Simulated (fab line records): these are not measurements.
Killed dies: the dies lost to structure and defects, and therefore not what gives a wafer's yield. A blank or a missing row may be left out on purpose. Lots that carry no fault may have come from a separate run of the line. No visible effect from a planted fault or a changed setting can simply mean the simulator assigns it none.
Which tool did it? || flow nandHarc || Sampling: 12 lots, 36 wafers, 6 of 1302 route steps

WHAT THE GAUGES READ, wafer by wafer
NHARC_P_GATE_OVL_MEAS_27. Usual: overlayXNm 0.0 nm, standard deviation 0.83; overlayYNm 0.2 nm, standard deviation 0.89.
{"lot": "L885", "measured": "day 6 01:05", "on": "overlay-02", "overlayXNm (nm)": "0.4 -0.2 0.0", "overlayYNm (nm)": "0.2 0.5 0.3", "flag": ""}
{"lot": "L887", "measured": "day 6 19:53", "on": "overlay-02", "overlayXNm (nm)": "-0.2 -0.1 -0.4", "overlayYNm (nm)": "-0.7 -0.7 0.2", "flag": ""}
{"lot": "L888", "measured": "day 7 01:19", "on": "overlay-01", "overlayXNm (nm)": "-0.5 -0.4 -0.3", "overlayYNm (nm)": "0.0 -0.1 -0.3", "flag": ""}
{"lot": "L890", "measured": "day 7 17:34", "on": "overlay-02", "overlayXNm (nm)": "1.0 0.6 0.9", "overlayYNm (nm)": "0.4 0.2 0.6", "flag": ""}
{"lot": "L898", "measured": "day 11 04:37", "on": "overlay-01", "overlayXNm (nm)": "1.4 0.8 1.0", "overlayYNm (nm)": "-1.0 -1.0 -0.4", "flag": ""}
{"lot": "L899", "measured": "day 11 21:17", "on": "overlay-01", "overlayXNm (nm)": "0.3 0.7 0.4", "overlayYNm (nm)": "1.9 1.6 1.5", "flag": ""}
{"lot": "L900", "measured": "day 12 06:41", "on": "overlay-02", "overlayXNm (nm)": "-0.3 -0.1 -0.2", "overlayYNm (nm)": "1.4 1.9 2.2", "flag": ""}
{"lot": "L901", "measured": "day 12 08:52", "on": "overlay-02", "overlayXNm (nm)": "1.5 1.1 1.3", "overlayYNm (nm)": "0.0 -0.1 0.5", "flag": ""}
{"lot": "L902", "measured": "day 12 21:59", "on": "overlay-01", "overlayXNm (nm)": "0.2 -0.6 -0.5", "overlayYNm (nm)": "-0.8 0.0 -0.1", "flag": ""}
{"lot": "L904", "measured": "day 13 14:01", "on": "overlay-01", "overlayXNm (nm)": "-0.9 -1.4 -0.7", "overlayYNm (nm)": "0.2 0.5 0.1", "flag": ""}
{"lot": "L905", "measured": "day 14 03:27", "on": "overlay-02", "overlayXNm (nm)": "-0.3 -0.1 -0.5", "overlayYNm (nm)": "0.1 0.5 0.2", "flag": ""}
{"lot": "L906", "measured": "day 14 20:45", "on": "overlay-02", "overlayXNm (nm)": "-1.3 -1.8 -1.3", "overlayYNm (nm)": "0.9 0.8 0.4", "flag": ""}

NHARC_P_GATE_INSPECT_28. Usual: rawDefectCount reads 5.7 (standard deviation 2.8).
{"lot": "L885", "measured": "day 6 01:08", "on": "defectInspect-01", "rawDefectCount": "8 4 6", "flag": ""}
{"lot": "L887", "measured": "day 6 19:56", "on": "defectInspect-02", "rawDefectCount": "16 17 17", "flag": "OFF"}
{"lot": "L888", "measured": "day 7 01:20", "on": "defectInspect-01", "rawDefectCount": "12 15 18", "flag": "OFF"}
{"lot": "L890", "measured": "day 7 17:35", "on": "defectInspect-02", "rawDefectCount": "6 6 5", "flag": ""}
{"lot": "L898", "measured": "day 11 04:39", "on": "defectInspect-02", "rawDefectCount": "9 1 7", "flag": ""}
{"lot": "L899", "measured": "day 11 21:19", "on": "defectInspect-02", "rawDefectCount": "12 7 8", "flag": ""}
{"lot": "L900", "measured": "day 12 06:43", "on": "defectInspect-01", "rawDefectCount": "7 8 13", "flag": ""}
{"lot": "L901", "measured": "day 12 08:53", "on": "defectInspect-01", "rawDefectCount": "5 13 6", "flag": ""}
{"lot": "L902", "measured": "day 12 22:02", "on": "defectInspect-01", "rawDefectCount": "2 7 5", "flag": ""}
{"lot": "L904", "measured": "day 13 14:03", "on": "defectInspect-02", "rawDefectCount": "4 8 2", "flag": ""}
{"lot": "L905", "measured": "day 14 03:29", "on": "defectInspect-01", "rawDefectCount": "4 8 5", "flag": ""}
{"lot": "L906", "measured": "day 14 20:47", "on": "defectInspect-01", "rawDefectCount": "11 1 7", "flag": ""}

NHARC_END_SORT_01. Usual: killedAtArray 53, standard deviation 18; killedAtOther 1.0, standard deviation 1.2; killedAtPeriphery 3.6, standard deviation 2.4; killedDies 58, standard deviation 18; killedOpen 3.4, standard deviation 1.8; killedShort 2.3, standard deviation 1.5.
{"lot": "L887", "measured": "day 27 06:40", "on": "prober-01", "killedAtArray": "59 54 62", "killedAtOther": "4 0 1", "killedAtPeriphery": "10 8 12", "killedDies": "73 62 75", "killedOpen": "1 4 1", "killedShort": "3 0 3", "flag": ""}
{"lot": "L888", "measured": "day 26 19:24", "on": "prober-02", "killedAtArray": "34 43 38", "killedAtOther": "2 3 2", "killedAtPeriphery": "9 12 18", "killedDies": "45 58 58", "killedOpen": "2 3 4", "killedShort": "1 5 4", "flag": "OFF"}

TOOL THAT RAN EACH LOT (tool first, then ch and the chambers of the sampled wafers, then the start)
{"lot": "L885", "NHARC_P_ZERO_WELL_DESCUM_26": "rieDiel-13 ch 0,2,3, day 2 21:16", "NHARC_P_STI_ETCH_15": "rieSi-03 ch 0,2,3, day 3 19:06", "NHARC_P_GATE_CVD_17": "lpcvdPoly-03 ch 0, day 5 20:32"}
{"lot": "L887", "NHARC_P_ZERO_WELL_DESCUM_26": "rieDiel-13 ch 0,2,3, day 3 14:34", "NHARC_P_STI_ETCH_15": "rieSi-01 ch 0,1,3, day 4 12:30", "NHARC_P_GATE_CVD_17": "lpcvdPoly-03 ch 0, day 6 12:56"}
{"lot": "L888", "NHARC_P_ZERO_WELL_DESCUM_26": "rieDiel-12 ch 0,1,3, day 4 00:47", "NHARC_P_STI_ETCH_15": "rieSi-03 ch 0,1,2, day 4 20:56", "NHARC_P_GATE_CVD_17": "lpcvdPoly-03 ch 0, day 6 17:09"}
{"lot": "L890", "NHARC_P_ZERO_WELL_DESCUM_26": "rieDiel-02 ch 0,1,2, day 4 21:26", "NHARC_P_STI_ETCH_15": "rieSi-05 ch 2,3, day 5 17:42", "NHARC_P_GATE_CVD_17": "lpcvdPoly-04 ch 0, day 7 13:39"}
{"lot": "L898", "NHARC_P_ZERO_WELL_DESCUM_26": "rieDiel-12 ch 0,1,3, day 8 05:08", "NHARC_P_STI_ETCH_15": "rieSi-05 ch 2,3, day 9 03:22", "NHARC_P_GATE_CVD_17": "lpcvdPoly-04 ch 0, day 10 20:38"}
{"lot": "L899", "NHARC_P_ZERO_WELL_DESCUM_26": "rieDiel-13 ch 0,1,2, day 8 14:45", "NHARC_P_STI_ETCH_15": "rieSi-03 ch 0,2,3, day 9 15:39", "NHARC_P_GATE_CVD_17": "lpcvdPoly-01 ch 0, day 11 14:10"}
{"lot": "L900", "NHARC_P_ZERO_WELL_DESCUM_26": "rieDiel-13 ch 0,1,3, day 9 00:52", "NHARC_P_STI_ETCH_15": "rieSi-03 ch 2,3, day 10 01:02", "NHARC_P_GATE_CVD_17": "lpcvdPoly-03 ch 0, day 11 23:30"}
{"lot": "L901", "NHARC_P_ZERO_WELL_DESCUM_26": "rieDiel-12 ch 2,3, day 9 10:46", "NHARC_P_STI_ETCH_15": "rieSi-05 ch 1,3, day 10 06:43", "NHARC_P_GATE_CVD_17": "lpcvdPoly-04 ch 0, day 12 02:59"}
{"lot": "L902", "NHARC_P_ZERO_WELL_DESCUM_26": "rieDiel-02 ch 1,2, day 9 20:50", "NHARC_P_STI_ETCH_15": "rieSi-01 ch 1,3, day 10 17:31", "NHARC_P_GATE_CVD_17": "lpcvdPoly-03 ch 0, day 12 18:05"}
{"lot": "L904", "NHARC_P_ZERO_WELL_DESCUM_26": "rieDiel-13 ch 0,2,3, day 10 16:44", "NHARC_P_STI_ETCH_15": "rieSi-01 ch 0,1, day 11 12:31", "NHARC_P_GATE_CVD_17": "lpcvdPoly-04 ch 0, day 13 09:07"}
{"lot": "L905", "NHARC_P_ZERO_WELL_DESCUM_26": "rieDiel-13 ch 0,2,3, day 11 02:29", "NHARC_P_STI_ETCH_15": "rieSi-05 ch 0,1,3, day 11 23:08", "NHARC_P_GATE_CVD_17": "lpcvdPoly-03 ch 0, day 13 21:29"}
{"lot": "L906", "NHARC_P_ZERO_WELL_DESCUM_26": "rieDiel-13 ch 0,1,2, day 11 12:46", "NHARC_P_STI_ETCH_15": "rieSi-03 ch 0,1, day 12 09:04", "NHARC_P_GATE_CVD_17": "lpcvdPoly-01 ch 0, day 14 10:29"}
- NHARC_P_ZERO_WELL_DESCUM_26: chemistry O2, time 3 s.
- NHARC_P_STI_ETCH_15: etches the open film in HBr/Cl2, target depth 300 nm, time 100.1 s.
- NHARC_P_GATE_CVD_17: deposits poly-Si, target thk 150 nm, time 900 s.

AS READ BY THE TOOLS THEMSELVES (means over the sampled wafers that have a number; for cases with no such wafer, the mark the record gives instead)
NHARC_P_ZERO_WELL_DESCUM_26. Usual: drypumpMotorCurrentA 5.7 A, standard deviation 0.54; oesProductAu 1.000 a.u., standard deviation 0.011; rfVppV 57.6 V, standard deviation 0.93; showerheadPlenumPTorr 1.88 Torr, standard deviation 0.081; throttleValvePct 11.311 %, standard deviation 0.0097.
{"lot": "L885", "tool": "rieDiel-13", "drypumpMotorCurrentA (A)": 5.6, "oesProductAu (a.u.)": 1.002, "rfVppV (V)": 57.8, "showerheadPlenumPTorr (Torr)": 1.94, "throttleValvePct (%)": 11.311, "flag": ""}
{"lot": "L887", "tool": "rieDiel-13", "drypumpMotorCurrentA (A)": 5.6, "oesProductAu (a.u.)": 1.004, "rfVppV (V)": 57.7, "showerheadPlenumPTorr (Torr)": 1.94, "throttleValvePct (%)": 11.307, "flag": ""}
{"lot": "L888", "tool": "rieDiel-12", "drypumpMotorCurrentA (A)": 5.7, "oesProductAu (a.u.)": 0.993, "rfVppV (V)": 56.9, "showerheadPlenumPTorr (Torr)": 1.92, "throttleValvePct (%)": 11.312, "flag": ""}
{"lot": "L890", "tool": "rieDiel-02", "drypumpMotorCurrentA (A)": 5.8, "oesProductAu (a.u.)": 1.005, "rfVppV (V)": 57.0, "showerheadPlenumPTorr (Torr)": 1.83, "throttleValvePct (%)": 11.321, "flag": ""}
{"lot": "L898", "tool": "rieDiel-12", "drypumpMotorCurrentA (A)": 5.7, "oesProductAu (a.u.)": 0.986, "rfVppV (V)": 57.3, "showerheadPlenumPTorr (Torr)": 1.91, "throttleValvePct (%)": 11.311, "flag": ""}
{"lot": "L899", "tool": "rieDiel-13", "drypumpMotorCurrentA (A)": 5.9, "oesProductAu (a.u.)": 1.006, "rfVppV (V)": 57.5, "showerheadPlenumPTorr (Torr)": 1.86, "throttleValvePct (%)": 11.314, "flag": ""}
{"lot": "L900", "tool": "rieDiel-13", "drypumpMotorCurrentA (A)": 6.0, "oesProductAu (a.u.)": 1.005, "rfVppV (V)": 57.7, "showerheadPlenumPTorr (Torr)": 1.91, "throttleValvePct (%)": 11.306, "flag": ""}
{"lot": "L901", "tool": "rieDiel-12", "drypumpMotorCurrentA (A)": 5.5, "oesProductAu (a.u.)": 0.991, "rfVppV (V)": 58.1, "showerheadPlenumPTorr (Torr)": 1.92, "throttleValvePct (%)": 11.313, "flag": ""}
{"lot": "L902", "tool": "rieDiel-02", "drypumpMotorCurrentA (A)": 6.1, "oesProductAu (a.u.)": 0.993, "rfVppV (V)": 56.6, "showerheadPlenumPTorr (Torr)": 1.86, "throttleValvePct (%)": 11.314, "flag": ""}
{"lot": "L904", "tool": "rieDiel-13", "drypumpMotorCurrentA (A)": 5.6, "oesProductAu (a.u.)": 1.003, "rfVppV (V)": 57.7, "showerheadPlenumPTorr (Torr)": 1.92, "throttleValvePct (%)": 11.320, "flag": ""}
{"lot": "L905", "tool": "rieDiel-13", "drypumpMotorCurrentA (A)": 5.6, "oesProductAu (a.u.)": 1.004, "rfVppV (V)": 57.6, "showerheadPlenumPTorr (Torr)": 1.92, "throttleValvePct (%)": 11.313, "flag": ""}
{"lot": "L906", "tool": "rieDiel-13", "drypumpMotorCurrentA (A)": 5.9, "oesProductAu (a.u.)": 1.000, "rfVppV (V)": 56.4, "showerheadPlenumPTorr (Torr)": 1.85, "throttleValvePct (%)": 11.307, "flag": ""}

NHARC_P_STI_ETCH_15. Usual: drypumpMotorCurrentA 5.6 A, standard deviation 0.54; mfcCl2Sccm 50.00 sccm, standard deviation 0.14; oesProductAu 1.000 a.u., standard deviation 0.011; rfFwdPowerW 397.0 W, standard deviation 1.4; throttleValvePct 26.406 %, standard deviation 0.0097.
{"lot": "L885", "tool": "rieSi-03", "drypumpMotorCurrentA (A)": 5.5, "mfcCl2Sccm (sccm)": 50.04, "oesProductAu (a.u.)": 0.996, "rfFwdPowerW (W)": 398.1, "throttleValvePct (%)": 26.414, "flag": ""}
{"lot": "L887", "tool": "rieSi-01", "drypumpMotorCurrentA (A)": 5.6, "mfcCl2Sccm (sccm)": 49.99, "oesProductAu (a.u.)": 0.993, "rfFwdPowerW (W)": 396.8, "throttleValvePct (%)": 26.393, "flag": ""}
{"lot": "L888", "tool": "rieSi-03", "drypumpMotorCurrentA (A)": 5.4, "mfcCl2Sccm (sccm)": 50.02, "oesProductAu (a.u.)": 1.006, "rfFwdPowerW (W)": 397.2, "throttleValvePct (%)": 26.403, "flag": ""}
{"lot": "L890", "tool": "rieSi-05", "drypumpMotorCurrentA (A)": 5.9, "mfcCl2Sccm (sccm)": 50.09, "oesProductAu (a.u.)": 1.012, "rfFwdPowerW (W)": 397.2, "throttleValvePct (%)": 26.411, "flag": ""}
{"lot": "L898", "tool": "rieSi-05", "drypumpMotorCurrentA (A)": 5.9, "mfcCl2Sccm (sccm)": 50.10, "oesProductAu (a.u.)": 1.004, "rfFwdPowerW (W)": 395.2, "throttleValvePct (%)": 26.400, "flag": ""}
{"lot": "L899", "tool": "rieSi-03", "drypumpMotorCurrentA (A)": 5.5, "mfcCl2Sccm (sccm)": 49.94, "oesProductAu (a.u.)": 1.015, "rfFwdPowerW (W)": 398.4, "throttleValvePct (%)": 26.411, "flag": ""}
{"lot": "L900", "tool": "rieSi-03", "drypumpMotorCurrentA (A)": 5.3, "mfcCl2Sccm (sccm)": 49.98, "oesProductAu (a.u.)": 1.003, "rfFwdPowerW (W)": 399.2, "throttleValvePct (%)": 26.404, "flag": ""}
{"lot": "L901", "tool": "rieSi-05", "drypumpMotorCurrentA (A)": 5.3, "mfcCl2Sccm (sccm)": 49.93, "oesProductAu (a.u.)": 1.024, "rfFwdPowerW (W)": 397.4, "throttleValvePct (%)": 26.411, "flag": ""}
{"lot": "L902", "tool": "rieSi-01", "drypumpMotorCurrentA (A)": 5.1, "mfcCl2Sccm (sccm)": 50.04, "oesProductAu (a.u.)": 1.003, "rfFwdPowerW (W)": 395.1, "throttleValvePct (%)": 26.405, "flag": ""}
{"lot": "L904", "tool": "rieSi-01", "drypumpMotorCurrentA (A)": 5.7, "mfcCl2Sccm (sccm)": 50.07, "oesProductAu (a.u.)": 0.996, "rfFwdPowerW (W)": 396.8, "throttleValvePct (%)": 26.413, "flag": ""}
{"lot": "L905", "tool": "rieSi-05", "drypumpMotorCurrentA (A)": 5.7, "mfcCl2Sccm (sccm)": 50.00, "oesProductAu (a.u.)": 1.007, "rfFwdPowerW (W)": 397.0, "throttleValvePct (%)": 26.403, "flag": ""}
{"lot": "L906", "tool": "rieSi-03", "drypumpMotorCurrentA (A)": 5.5, "mfcCl2Sccm (sccm)": 50.01, "oesProductAu (a.u.)": 0.992, "rfFwdPowerW (W)": 395.9, "throttleValvePct (%)": 26.403, "flag": ""}

THE ANSWER, worked out from the rows above alone
Rule: take the mean of a lot's wafers that have a number; if it is more than 3 standard deviations from the usual mean, the lot is off. A lot without any number at a reading at which 4 lots or more have one is off too. The other lots that the step has rows for count as sound. After the gauges, taken in route order, come the tools' own readings; for these a lot's mean is taken, as printed above. At the first step where some lot is off, the reading lying furthest off is the one used; lots without a number count as furthest.
Off at NHARC_P_GATE_INSPECT_28 (rawDefectCount): L887, L888.
A tool fits if, at a process step before that reading, it ran every lot that is off, and no sound lot after the first of them. Gauges at NHARC_P_GATE_INSPECT_28: tried the same way as those tools. Not one of the candidates tried fits.

WHAT THE SIMULATOR HAD INSERTED
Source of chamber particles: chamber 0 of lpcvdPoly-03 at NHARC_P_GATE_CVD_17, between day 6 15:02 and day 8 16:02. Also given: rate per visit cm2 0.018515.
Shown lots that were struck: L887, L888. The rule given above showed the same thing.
